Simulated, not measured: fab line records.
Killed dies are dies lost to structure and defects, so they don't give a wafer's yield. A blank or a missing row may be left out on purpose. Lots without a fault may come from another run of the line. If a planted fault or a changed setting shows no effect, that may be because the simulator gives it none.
Split-lot study + flow n5 finfet + on a route of 1938 steps: 7 lots, 21 wafers read

## SPLIT DETAILS
At N5_BEOL_M5_ILD_DEP_00 (deposits SiCOH lowk from DEMS/porogen, target thk 140.64 nm, time 25.9 s), the setting time s was moved away from the recipe's 25.9 s on 10 of the 21 wafers read, by -14.7% to +14.8%. The other wafers ran this setting at the recipe's value.

## FROM THE SPLIT ON TO THE READING: in between, the file shows 1 step
- N5_BEOL_M5_CURE_79: cures SiCOH lowk, time 240 s

## THE READING
At N5_BEOL_M5_THK_MEAS_01: M5_ILD_THK, given in nm. A value of 121.7 nm with a standard deviation of 1.6 nm is what fault-free wafers of this fab line usually give.

| wafer  | tool, chamber at the split | time s as run, s | against the recipe | M5_ILD_THK, nm | against lot-mates on the recipe |
|--------|----------------------------|------------------|--------------------|----------------|---------------------------------|
| L079.1 | pecvd-02, 0                | 25.9             | recipe             | 120.3          | -                               |
| L079.5 | pecvd-02, 1                | 25.9             | recipe             | 124.3          | -                               |
| L079.6 | pecvd-02, 2                | 27.37            | +5.7%              | 131.1          | +8.8                            |
| L081.1 | pecvd-03, 0                | 28.58            | +10.3%             | 132.0          | +10.0                           |
| L081.2 | pecvd-03, 1                | 28.58            | +10.3%             | 132.2          | +10.2                           |
| L081.5 | pecvd-03, 2                | 25.9             | recipe             | 122.0          | -                               |
| L084.1 | pecvd-04, 1                | 25.9             | recipe             | 121.4          | -                               |
| L084.2 | pecvd-04, 2                | 28.75            | +11.0%             | 135.8          | +14.4                           |
| L084.4 | pecvd-04, 1                | 28.75            | +11.0%             | 136.0          | +14.6                           |
| L087.2 | pecvd-03, 1                | 23.49            | -9.3%              | 106.4          | -15.3                           |
| L087.3 | pecvd-03, 1                | 25.9             | recipe             | 121.7          | -                               |
| L087.4 | pecvd-03, 0                | 23.49            | -9.3%              | 108.6          | -13.1                           |
| L091.2 | pecvd-04, 0                | 25.9             | recipe             | 121.8          | -                               |
| L091.3 | pecvd-04, 1                | 29.73            | +14.8%             | 137.8          | +15.6                           |
| L091.5 | pecvd-04, 2                | 25.9             | recipe             | 122.7          | -                               |
| L093.2 | pecvd-03, 0                | 25.9             | recipe             | 118.9          | -                               |
| L093.4 | pecvd-03, 1                | 25.9             | recipe             | 120.8          | -                               |
| L093.6 | pecvd-03, 2                | 25.9             | recipe             | 122.0          | -                               |
| L096.1 | pecvd-02, 1                | 22.08            | -14.7%             | 106.6          | -15.3                           |
| L096.2 | pecvd-02, 0                | 25.9             | recipe             | 121.9          | -                               |
| L096.5 | pecvd-02, 1                | 22.08            | -14.7%             | 106.2          | -15.7                           |

THE FIT
A straight line over all 21 wafers: M5_ILD_THK changes by +1.17 nm for each +1% of time s; r = +0.98; the points scatter about the line by 1.9 nm.
The same after taking each lot's own level away (the mean of its wafers on the recipe; 21 wafers): +1.16 nm for each +1%; r = +0.98; scatter 1.8 nm.
That fit puts the effect of the largest move of time s on the reading at 17 nm.
Measured against the standard deviation above, the lots' own levels, which go from 120.57 to 122.30 nm, span 1.1 times it.
Consequently the slope shifts little with the lot-to-lot level, the two slopes agreeing.
Check: with one of the wafers moved furthest among these (+14.8%) left out of the fit, the line predicts +17.4 nm for it against its lot-mates. Against them it came out at +15.6 nm.

## ADDITIONAL SPLITS CARRIED BY THESE WAFERS
Note: prior to the reading, these wafers also went through further splits. Each is held against what the fit with the lots' levels taken away leaves over:
| other split on the same wafers | wafers away from the commonest value | r with M5_ILD_THK (lot level and that fit taken away) |
|--------------------------------|--------------------------------------|-------------------------------------------------------|
| N5_BEOL_M4_DESCUM_33 time s    | 6                                    | -0.01                                                 |

## THE WHOLE CHAIN: every reading that the file lists as answering this split, in the file's order
| step                   | what it does                                                             | reading                                                                                  | change (the file's fit)              | r (the file's) |
|------------------------|--------------------------------------------------------------------------|------------------------------------------------------------------------------------------|--------------------------------------|----------------|
| N5_BEOL_M5_ILD_DEP_00  | deposits SiCOH lowk from DEMS/porogen, target thk 140.64 nm, time 25.9 s | SiCOH_lowk_of_BEOL_M5_ILD_DEP_00.thk nm (the simulator's own value, which no gauge read) | +1.32 nm for each +1% of the setting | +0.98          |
| N5_BEOL_M5_CURE_79     | cures SiCOH lowk, time 240 s                                             | SiCOH_lowk_of_BEOL_M5_ILD_DEP_00.thk nm (the simulator's own value, which no gauge read) | +1.15 nm for each +1% of the setting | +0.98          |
| N5_BEOL_M5_THK_MEAS_01 |                                                                          | M5_ILD_THK                                                                               | +1.15 for each +1% of the setting    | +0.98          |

## FILE'S OWN FIT
M5_ILD_THK changes by +1.15 nm for each +1% of time s, r = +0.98.
